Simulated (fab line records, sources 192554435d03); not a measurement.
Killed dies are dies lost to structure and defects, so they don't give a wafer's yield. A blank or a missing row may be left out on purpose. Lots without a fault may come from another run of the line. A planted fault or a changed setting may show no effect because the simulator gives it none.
Split-lot experiment | flow n5_finfet | 7 lots, 21 wafers read, on a route of 1938 steps

THE SPLIT
At N5_BEOL_M7_DESCUM_33 (chemistry O2, time 7 s), the setting time_s was moved away from the recipe's 7 s on 6 of the 21 wafers read, by -21.1% to +16.8%. The other wafers ran this setting at the recipe's value.

The file shows no step between the split and the reading.

THE READING
CAR-EUV_of_BEOL_M7_COAT_22.thk_nm (the simulator's own value, which no gauge read), in nm, at N5_BEOL_M7_ETCH_72 (etches underlayer in N2/H2, target depth 6.5 nm, time 5.2 s). The file gives no usual value for it. The 15 wafers here that ran the recipe average 20.3 nm, standard deviation 0.098 nm.

wafer  | tool, chamber at the split | time_s as run, s | against the recipe | CAR-EUV_of_BEOL_M7_COAT_22.thk_nm, nm | against lot-mates on the recipe
L075.2 | rie_diel-03, 0,2           | 6.022            | -14.0%             | 21                                    | +0.6
L075.5 | rie_diel-03, 0,2           | 6.022            | -14.0%             | 21                                    | +0.6
L075.3 | rie_diel-03, 2             | 7                | recipe             | 20.4                                  | -
L077.1 | rie_diel-03, 2             | 7.836            | +11.9%             | 20                                    | -0.4
L077.2 | rie_diel-03, 3,1           | 7                | recipe             | 20.4                                  | -
L077.3 | rie_diel-03, 3,1           | 7                | recipe             | 20.4                                  | -
L081.3 | rie_diel-02, 1,1,2         | 7                | recipe             | 20.4                                  | -
L081.5 | rie_diel-02, 1,1,2         | 7                | recipe             | 20.2                                  | -
L081.6 | rie_diel-02, 1,1,2         | 7                | recipe             | 20.2                                  | -
L085.1 | rie_diel-01, 3,1           | 7                | recipe             | 20.2                                  | -
L085.3 | rie_diel-01, 3,1           | 7                | recipe             | 20.2                                  | -
L085.4 | rie_diel-01, 2             | 8.176            | +16.8%             | 19.8                                  | -0.4
L090.2 | rie_diel-03, 2,0,1         | 7                | recipe             | 20.2                                  | -
L090.6 | rie_diel-03, 2,0,1         | 7                | recipe             | 20.2                                  | -
L090.4 | rie_diel-03, 2,0,1         | 7                | recipe             | 20.4                                  | -
L092.1 | rie_diel-01, 1             | 7.767            | +11.0%             | 20                                    | -0.4
L092.4 | rie_diel-01, 3             | 7                | recipe             | 20.4                                  | -
L092.6 | rie_diel-01, 1             | 7                | recipe             | 20.4                                  | -
L097.1 | rie_diel-03, 2             | 5.524            | -21.1%             | 21                                    | +0.6
L097.2 | rie_diel-03, 0             | 7                | recipe             | 20.4                                  | -
L097.3 | rie_diel-03, 3             | 7                | recipe             | 20.4                                  | -
Where a row lists several chambers, the file gives one row for several wafers and doesn't say which wafer went through which chamber.

THE FIT
A straight line over all 21 wafers: CAR-EUV_of_BEOL_M7_COAT_22.thk_nm changes by -0.0356 nm for each +1% of time_s; r = -0.94; the points scatter about the line by 0.11 nm.
The same after taking each lot's own level away (the mean of its wafers on the recipe; 21 wafers): -0.0327 nm for each +1%; r = -0.96; scatter 0.08 nm.
On that fit, the largest move of time_s shifts the reading by 0.69 nm.
The lots' own levels span 20.20 to 20.40 nm, that is 2.0 times the standard deviation above.
So the lot-to-lot level changes the slope little: the two slopes agree.
Check: with one of the wafers moved furthest among these (-21.1%) left out of the fit, the line predicts +0.762 nm for it against its lot-mates. It came out at +0.6 nm against them.

OTHER SPLITS ON THESE WAFERS
These wafers also went through other splits before the reading. Each is held against what the fit with the lots' levels taken away leaves over:
other split on the same wafers     | wafers away from the commonest value | r with CAR-EUV_of_BEOL_M7_COAT_22.thk_nm (lot level and that fit taken away)
N5_BEOL_M2_DESCUM_33 time_s        | 2                                    | -0.16
N5_BEOL_M5_PECVD_70 time_s         | 7                                    | +0.32
N5_BEOL_M5_TRENCH_ETCH_37 source_w | 8                                    | -0.04
N5_BEOL_M5_ETCH_41 source_w        | 8                                    | +0.03
N5_BEOL_M7_ILD_DEP_00 time_s       | 4                                    | -0.10
N5_BEOL_M7_HM_DEP_02 target_thk_a  | 8                                    | -0.17

THE WHOLE CHAIN: every reading that the file lists as answering this split, in the file's order
step                 | what it does                                                | reading                                                                            | change (the file's fit)                | r (the file's)
N5_BEOL_M7_DESCUM_33 | chemistry O2, time 7 s                                      | CAR-EUV_of_BEOL_M7_COAT_22.thk_nm (the simulator's own value, which no gauge read) | -0.0297 nm for each +1% of the setting | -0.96
N5_BEOL_M7_ETCH_72   | etches underlayer in N2/H2, target depth 6.5 nm, time 5.2 s | CAR-EUV_of_BEOL_M7_COAT_22.thk_nm (the simulator's own value, which no gauge read) | -0.0312 nm for each +1% of the setting | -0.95

THE FILE'S OWN FIT
CAR-EUV_of_BEOL_M7_COAT_22.thk_nm changes by -0.0312 nm for each +1% of time_s, r = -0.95.
